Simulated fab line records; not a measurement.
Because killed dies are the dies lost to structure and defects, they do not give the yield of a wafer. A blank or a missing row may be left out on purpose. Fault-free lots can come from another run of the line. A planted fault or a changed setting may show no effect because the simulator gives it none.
A struck lot beside a sound one :: flow n5 finfet :: 17 out of 1938 route steps
Sound: these wafers, L664.3, L664.4, L664.5. The struck wafers were L653.3, L653.5, L653.6. The cause is given at the end.
At each step with rows: each side's tool, then ch and its chambers, then its first start. Under that, the readings that differ: sound wafers :: struck wafers :: difference of the means :: sigmas: that difference in standard deviations of wafers without a fault.
alike: same words and numbers on both sides, and readings whose means sit less than 2 such deviations apart. not compared: any withheld reading, any reading some wafer has no value for, any bound like >300 that may hide the same value, and any number with overlapping values for which the record gives no deviation.
The two part at a step that has a row with sigmas, a row that says differs or no value, or rows on one side only. Numbers that don't overlap but have no deviation are shown without sigmas and don't part them. Lack of a reading on every wafer of one side parts them only where that side has two or more wafers.

first, 4 steps without rows for these wafers: N5_BEOL_M2_ANNEAL_82 (time 240 s); N5_BEOL_M2_SPUTTER_86 (material Cu, target thk 4.5 nm, time 8.29 s); N5_BEOL_M2_ANNEAL_87 (time 240 s); N5_BEOL_M2_SPUTTER_88 (material Cu, target thk 4.5 nm, time 8.29 s).
N5_BEOL_M2_ANNEAL_89: time 240 s.
  sound on pvd sputter-02, day 11 01:38; struck on pvd sputter-03, day 8 01:15
reading: heater power w (W)
sound: 978 876 972
struck: 670 674 819
difference: -221
sigmas: -3
then, 2 steps without rows for these wafers: N5_BEOL_M2_SPUTTER_90 (material Cu, target thk 4.5 nm, time 8.29 s); N5_BEOL_M2_ANNEAL_91 (time 240 s).
N5_BEOL_M2_SPUTTER_92: material Cu, target thk 4.5 nm, time 8.29 s.
  sound on pvd sputter-02, day 11 01:59; struck on pvd sputter-03, day 8 01:37
  alike: chamber pressure pa, throttle valve pct
then, 1 step without rows for these wafers: N5_BEOL_M2_ANNEAL_93 (time 240 s).
N5_BEOL_M2_SPUTTER_94: material Cu, target thk 4.5 nm, time 8.29 s.
  sound on pvd sputter-02, day 11 02:13; struck on pvd sputter-03, day 8 01:50
  alike: chamber pressure pa, throttle valve pct
N5_BEOL_M2_ANNEAL_95: time 240 s.
  sound on pvd sputter-02, day 11 02:17; struck on pvd sputter-03, day 8 01:55
reading: heater power w (W)
sound: 972 879 1002
struck: 652 660 847
difference: -231
sigmas: -3
then, 1 step without rows for these wafers: N5_BEOL_M2_SPUTTER_96 (material Cu, target thk 4.5 nm, time 8.29 s).
N5_BEOL_M2_ECD_50: material Cu, target thk 300 nm.
  sound on ecd cu-01 ch 0,1, day 11 02:34; struck on ecd cu-02 ch 0,1, day 8 02:11
N5_BEOL_M2_ANNEAL_51: time 90 s.
  sound on rtp anneal-01 ch 0, day 11 02:43; struck on rtp anneal-02 ch 0, day 8 02:20
  alike: wafer_temp_C_max
N5_BEOL_M2_CMP_52: polishes, stops on SiOC, t overpolish 6.8 s, target thk 40 nm.
  sound on cmp-04 ch 0,2,3, day 11 02:59; struck on cmp-03 ch 0,3, day 8 02:33
reading: time to endpoint s (s)
sound: 65 68 62
struck: 4 2 2
difference: -62
sigmas: -15
  alike: motor current A
N5_BEOL_M4_RC_MEAS_101:
  the record has rows for the sound wafers here (prober-01 ch 0, day 12 02:07) and none for the struck ones
-- a jump in the record: the struck wafers' starts before and after are 5 days apart (it breaks off in module BEOL_M4 and resumes in module PASSIVATION, where the first step shown is number 1936 of the route) --
N5_PASSIVATION_PROBE_49:
  sound on prober-02, day 16 21:34; struck on prober-02, day 13 11:37
reading: defect limited yield (%)
sound: 93.3 90.1 93.1
struck: 0 0 0
difference: -92
sigmas: -66

reading: killed_at_M0_to_M3
sound: 31 45 13
struck: 1132 1127 1139
difference: +1103
sigmas: +99 or more

reading: killed dies
sound: 79 117 81
struck: 1180 1180 1180
difference: +1088
sigmas: +68

reading: killed on rim
sound: 13 16 7
struck: 152 152 152
difference: +140
sigmas: +33

reading: sort_bin_5_function (%)
sound: 4.2 5.9 4.7
struck: 97.0 97.7 97.5
difference: +92.5
sigmas: +99 or more

reading: sort n pass
sound: 1101 1063 1099
struck: 0 0 0
difference: -1088
sigmas: -52

reading: sort yield pct (%)
sound: 93.3 90.1 93.1
struck: 0 0 0
difference: -92
sigmas: -51
  alike: killed_at_M4_up, killed at contacts, killed at front end, killed at other, killed open, killed short, sort_bin_4_leakage, sort_bin_6_memory

== WHERE THEY PART ==
Earliest at N5_BEOL_M2_ANNEAL_89; latest, in this record, at N5_PASSIVATION_PROBE_49.

WHY: what had been put in by the simulator
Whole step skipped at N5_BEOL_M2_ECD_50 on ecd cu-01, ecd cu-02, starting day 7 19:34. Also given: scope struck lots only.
